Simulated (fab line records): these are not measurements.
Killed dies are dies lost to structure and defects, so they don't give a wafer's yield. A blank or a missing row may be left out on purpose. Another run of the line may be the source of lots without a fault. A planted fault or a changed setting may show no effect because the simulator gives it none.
Matching of chambers || flow nand harc || rie diel-06 running NHARC_A_CHANNEL_FILL_D1_ETCHBACK_20: 4 sister chambers
The step etches the open film in C4F8/O2/Ar, target depth 27 nm, time 13.5 s. 14 wafers are shown with their chamber, then 7 later ones without.

== WAFERS, EACH WITH ITS CHAMBER ==
{"wafer": "L279.1", "chamber": 1, "rf vpp V (V)": 969, "oes product au (a.u.)": 0.95}
{"wafer": "L279.4", "chamber": 2, "rf vpp V (V)": 979, "oes product au (a.u.)": 0.90}
{"wafer": "L279.5", "chamber": 0, "rf vpp V (V)": 983, "oes product au (a.u.)": 0.94}
{"wafer": "L280.2", "chamber": 0, "rf vpp V (V)": 985, "oes product au (a.u.)": 0.93}
{"wafer": "L280.3", "chamber": 2, "rf vpp V (V)": 980, "oes product au (a.u.)": 0.90}
{"wafer": "L280.4", "chamber": 3, "rf vpp V (V)": 978, "oes product au (a.u.)": 0.94}
{"wafer": "L284.1", "chamber": 1, "rf vpp V (V)": 969, "oes product au (a.u.)": 0.94}
{"wafer": "L284.2", "chamber": 3, "rf vpp V (V)": 978, "oes product au (a.u.)": 0.93}
{"wafer": "L284.5", "chamber": 3, "rf vpp V (V)": 980, "oes product au (a.u.)": 0.93}
{"wafer": "L287.2", "chamber": 3, "rf vpp V (V)": 978, "oes product au (a.u.)": 1.01}
{"wafer": "L287.5", "chamber": 3, "rf vpp V (V)": 978, "oes product au (a.u.)": 1.01}
{"wafer": "L287.6", "chamber": 0, "rf vpp V (V)": 986, "oes product au (a.u.)": 1.00}
{"wafer": "L299.1", "chamber": 3, "rf vpp V (V)": 980, "oes product au (a.u.)": 1.02}
{"wafer": "L299.3", "chamber": 0, "rf vpp V (V)": 985, "oes product au (a.u.)": 0.99}

SIGNATURES, as means of the wafers listed above
{"reading": "rf vpp V", "chamber 0": 984.75, "chamber 1": 969.00, "chamber 2": 979.50, "chamber 3": 978.67, "scatter within a chamber": 1.03}
{"reading": "oes product au", "chamber 0": 0.9650, "chamber 1": 0.9450, "chamber 2": 0.9000, "chamber 3": 0.9733, "scatter within a chamber": 0.0367}
Rule: for each reading, subtract the chamber's mean from the wafer's reading, divide by that reading's scatter and square the result; add these up over the readings and take the root, which gives the wafer's distance from the chamber. If the next closest chamber is less than 2 further off than the closest, the wafer can't be placed; otherwise it belongs to the closest. The scatter is the square root of a quotient: the sum, over the shown wafers, of each reading's squared deviation from its chamber's mean, divided by wafers minus chambers.

== WAFERS MISSING THEIR CHAMBER ==
{"wafer": "L299.5", "rf vpp V (V)": 978, "oes product au (a.u.)": 1.02}
{"wafer": "L301.3", "rf vpp V (V)": 977, "oes product au (a.u.)": 0.91}
{"wafer": "L301.4", "rf vpp V (V)": 968, "oes product au (a.u.)": 0.92}
{"wafer": "L301.6", "rf vpp V (V)": 978, "oes product au (a.u.)": 0.92}
{"wafer": "L302.2", "rf vpp V (V)": 978, "oes product au (a.u.)": 0.95}
{"wafer": "L302.4", "rf vpp V (V)": 979, "oes product au (a.u.)": 0.91}
{"wafer": "L302.5", "rf vpp V (V)": 985, "oes product au (a.u.)": 0.92}

== WHICH CHAMBER EACH WENT THROUGH ==
{"wafer": "L299.5", "from the rows above": 3, "in truth": 3}
{"wafer": "L301.3", "from the rows above": "can't be placed: 3 or 2", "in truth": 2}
{"wafer": "L301.4", "from the rows above": 1, "in truth": 1}
{"wafer": "L301.6", "from the rows above": "can't be placed: 2 or 3", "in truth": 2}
{"wafer": "L302.2", "from the rows above": "can't be placed: 3 or 2", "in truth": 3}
{"wafer": "L302.4", "from the rows above": "can't be placed: 2 or 3", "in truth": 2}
{"wafer": "L302.5", "from the rows above": 0, "in truth": 0}
Correct placement for 3 of the 7. Not placeable from these rows: 4 (in 4, the candidates include the true chamber). 0 placed wrongly.
